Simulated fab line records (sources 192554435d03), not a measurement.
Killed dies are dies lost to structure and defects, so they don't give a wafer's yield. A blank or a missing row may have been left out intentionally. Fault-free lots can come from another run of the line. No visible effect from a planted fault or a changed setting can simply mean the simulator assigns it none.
Chamber matching -- flow n5_finfet -- cvd_co-01 running N5_BEOL_M3_CO_CAP_55: 3 sister chambers
The step material Co, precursor CCTBA/H2, target thk 2 nm, time 102.1 s. 3 wafers are shown with their chamber, then 7 later ones without.

## EACH WAFER AND ITS CHAMBER
wafer,chamber,heater_power_w (W)
L430.1,0,250
L431.1,1,242
L431.4,2,237

## WAFERS WITHOUT THEIR CHAMBER
wafer,heater_power_w (W)
L431.6,250
L443.1,253
L443.3,234
L443.5,243
L442.1,253
L442.3,235
L442.5,242

## WHICH CHAMBER EACH ONE RAN IN
wafer,from the rows above,in truth
L431.6,0,0
L443.1,0,0
L443.3,2,2
L443.5,1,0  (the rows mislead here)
L442.1,0,0
L442.3,2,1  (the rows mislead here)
L442.5,1,1
Correct placement for 5 of the 7. From these rows, 0 cannot be placed. Placed wrongly: 2.
How it was worked out, from the rows above alone: a wafer's distance from a chamber is the root of the sum, over the readings, of the square of ((its reading less the chamber's mean) divided by the reading's scatter). The wafer belongs to the nearest chamber; if the next one is less than 2 further off, it can't be placed. Each chamber's mean is taken over the wafers shown for it. The scatter: root of mean squared gap, hidden wafer to nearest shown wafer, with one shown wafer a chamber.
